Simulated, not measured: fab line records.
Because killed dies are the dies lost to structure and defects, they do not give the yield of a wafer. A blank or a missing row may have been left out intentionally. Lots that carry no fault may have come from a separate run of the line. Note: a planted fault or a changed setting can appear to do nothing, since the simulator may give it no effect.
The tool behind it: which one?	flow n5 finfet	30 wafers sampled from 10 lots at 1 step of a route of 1938

## WHAT EACH GAUGE READ, for each wafer
N5_BEOL_M6_INSPECT_13: inspects for defects (brightfield).
lot	measured	on	raw defect count
L940	day 8 08:37	defect inspect-02	408 311 391
L943	day 9 02:14	defect inspect-02	276 409 288
L945	day 9 19:23	defect inspect-01	387 356 509
L947	day 9 23:33	defect inspect-02	523 463 512
L948	day 10 10:24	defect inspect-01	368 376 272
L949	day 10 19:44	defect inspect-01	241 285 217
L950	day 10 19:58	defect inspect-01	267 460 321
L954	day 11 19:26	defect inspect-01	306 413 274
L956	day 13 08:13	defect inspect-01	476 357 503
L958	day 13 17:00	defect inspect-02	373 316 469

## EACH LOT AND THE TOOL THAT RAN IT (in order: tool; ch and the chambers of the sampled wafers; start)
The record shows no process step preceding these readings.

## WHAT THE TOOLS THEMSELVES READ (means of the sampled wafers that have a number; where no wafer has one, the mark that the record gives instead)
The record holds no such reading with a usual standard deviation.

## THE ANSWER, worked out from the rows above alone
Rule: usual is defined by the lots themselves. The widest of any qualifying gaps counts: lots, ordered by their means at a reading, are off when they make up no more than a third of the lots, leave a main group of 4 or more, and stand apart from it by 3 or more times the standard deviation of that group's means. A main group is skipped when, at the precision printed for the reading in the tables above, its means are all equal. Also off: a lot with no number at a reading for which 4 or more lots have one. Any other lot the step has rows for is counted as sound. First the gauges in route order, then the tools' own readings, where a lot's mean is used as printed above. The first step at which some lot is off is used, and at that step the reading that is off furthest; a lot without a number counts as furthest.
Across all readings shown, no lot is off: no conclusion can be drawn from this.

## WHAT WAS PUT IN BY THE SIMULATOR
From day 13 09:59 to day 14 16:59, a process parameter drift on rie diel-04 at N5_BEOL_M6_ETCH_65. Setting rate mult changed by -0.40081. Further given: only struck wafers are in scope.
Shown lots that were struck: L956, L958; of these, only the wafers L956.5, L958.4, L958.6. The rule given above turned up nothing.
